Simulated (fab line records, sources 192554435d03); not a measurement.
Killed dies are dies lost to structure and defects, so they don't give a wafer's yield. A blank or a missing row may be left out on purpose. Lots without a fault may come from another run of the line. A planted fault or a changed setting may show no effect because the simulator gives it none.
Which tool did it? | flow n5_finfet | 11 lots, 32 wafers sampled, at 3 steps of a route of 1938

WHAT THE GAUGES READ, wafer by wafer
N5_BEOL_M5_CD_MEAS_11: target cd 27.74 nm.
lot  | measured     | on        | cd_nm (nm)
L594 | day 11 23:30 | cd_sem-01 | 28.4 28.2 28.2
L593 | day 12 07:50 | cd_sem-01 | 28.2 28.1 28.2
L592 | day 12 12:08 | cd_sem-01 | 28.4 28.0
L597 | day 12 16:23 | cd_sem-02 | 27.2 27.7 27.3
L599 | day 13 01:20 | cd_sem-02 | 28.1 28.1 27.6
L600 | day 14 05:16 | cd_sem-03 | 27.6 28.0 27.6
L602 | day 14 08:49 | cd_sem-02 | 28.0 28.2 27.2
L606 | day 15 19:32 | cd_sem-02 | 28.4 28.1 28.6
L611 | day 16 04:53 | cd_sem-02 | 27.8 27.8 27.6
L613 | day 16 10:13 | cd_sem-02 | 28.2 28.5 28.0
L610 | day 17 06:37 | cd_sem-02 | 27.9 28.1 27.8

WHICH TOOL RAN EACH LOT (tool, then ch and the chambers of the sampled wafers, then the start)
lot  | N5_BEOL_M4_DEP_57               | N5_BEOL_M5_PECVD_70
L594 | pecvd-04 ch 0,2, day 11 19:48   | pecvd-03 ch 0,1,2, day 11 21:30
L593 | pecvd-04 ch 0,1, day 12 02:13   | pecvd-01 ch 0,1,2, day 12 03:55
L592 | pecvd-02 ch 0, day 12 07:35     | pecvd-01 ch 0,1, day 12 09:17
L597 | pecvd-04 ch 0,2, day 12 13:25   | pecvd-03 ch 0,1, day 12 15:38
L599 | pecvd-04 ch 0,1,2, day 12 22:26 | pecvd-03 ch 1,2, day 13 00:07
L600 | pecvd-04 ch 0,1,2, day 14 01:20 | pecvd-03 ch 1,2, day 14 03:31
L602 | pecvd-01 ch 0,1, day 14 05:17   | pecvd-04 ch 0,1,2, day 14 07:04
L606 | pecvd-01 ch 0,2, day 15 08:31   | pecvd-04 ch 0,2, day 15 18:43
L611 | pecvd-02 ch 0,1,2, day 15 22:33 | pecvd-01 ch 1,2, day 16 04:19
L613 | pecvd-02 ch 1,2, day 16 04:19   | pecvd-01 ch 0,1,2, day 16 07:47
L610 | pecvd-01 ch 0,2, day 17 04:12   | pecvd-04 ch 1,2, day 17 06:02
- N5_BEOL_M4_DEP_57: deposits SiCN from 3MS/NH3, target thk 8 nm, time 14 s.
- N5_BEOL_M5_PECVD_70: deposits SiO2 from TEOS/O2, target thk 16 nm, time 18 s.

WHAT THE TOOLS THEMSELVES READ (means of the sampled wafers that have a number; where no wafer has one, the mark that the record gives instead)
N5_BEOL_M4_DEP_57.
lot  | tool     | showerhead_plenum_p_Torr (Torr) | throttle_valve_pct (%)
L594 | pecvd-04 | 3.664                           | 9.5
L593 | pecvd-04 | 3.668                           | 10.1
L592 | pecvd-02 | 3.662                           | 8.8
L597 | pecvd-04 | 3.669                           | 9.4
L599 | pecvd-04 | 3.662                           | 9.7
L600 | pecvd-04 | 3.668                           | 9.6
L602 | pecvd-01 | 3.668                           | 8.8
L606 | pecvd-01 | 3.663                           | 9.0
L611 | pecvd-02 | 3.663                           | 8.8
L613 | pecvd-02 | 3.655                           | 8.9
L610 | pecvd-01 | 3.665                           | 9.0

N5_BEOL_M5_PECVD_70.
lot  | tool     | heater_power_w (W) | showerhead_plenum_p_Torr (Torr) | throttle_valve_pct (%)
L594 | pecvd-03 | 751                | 8.76                            | 22.7
L593 | pecvd-01 | 723                | 8.79                            | 21.9
L592 | pecvd-01 | 677                | 8.78                            | 22.4
L597 | pecvd-03 | 735                | 8.77                            | 23.2
L599 | pecvd-03 | 767                | 8.72                            | 21.8
L600 | pecvd-03 | 741                | 8.73                            | 21.8
L602 | pecvd-04 | 789                | 8.78                            | 23.7
L606 | pecvd-04 | 813                | 8.78                            | 23.4
L611 | pecvd-01 | 701                | 8.80                            | 21.3
L613 | pecvd-01 | 708                | 8.78                            | 22.2
L610 | pecvd-04 | 769                | 8.78                            | 22.4

THE ANSWER, worked out from the rows above alone
Rule: what is usual is taken from the lots themselves. Put in order of their means at a reading, lots are off if they are a third of the lots or fewer, leave a main group of 4 or more, and stand apart from it by a gap of 3 or more times the standard deviation of the main group's means; of several such gaps the widest counts. A main group whose means are all the same, to the digits that the tables above print for the reading, isn't used. A lot without any number at a reading at which 4 lots or more have one is off too. The other lots that the step has rows for count as sound. The gauges are gone through in route order, then the tools' own readings, and for those a lot's mean is taken as printed above. The first step at which some lot is off is used, and at that step the reading that is off furthest; a lot without a number counts as furthest.
No lot is off at any reading shown: from this, nothing can be told.

WHAT THE SIMULATOR HAD PUT IN
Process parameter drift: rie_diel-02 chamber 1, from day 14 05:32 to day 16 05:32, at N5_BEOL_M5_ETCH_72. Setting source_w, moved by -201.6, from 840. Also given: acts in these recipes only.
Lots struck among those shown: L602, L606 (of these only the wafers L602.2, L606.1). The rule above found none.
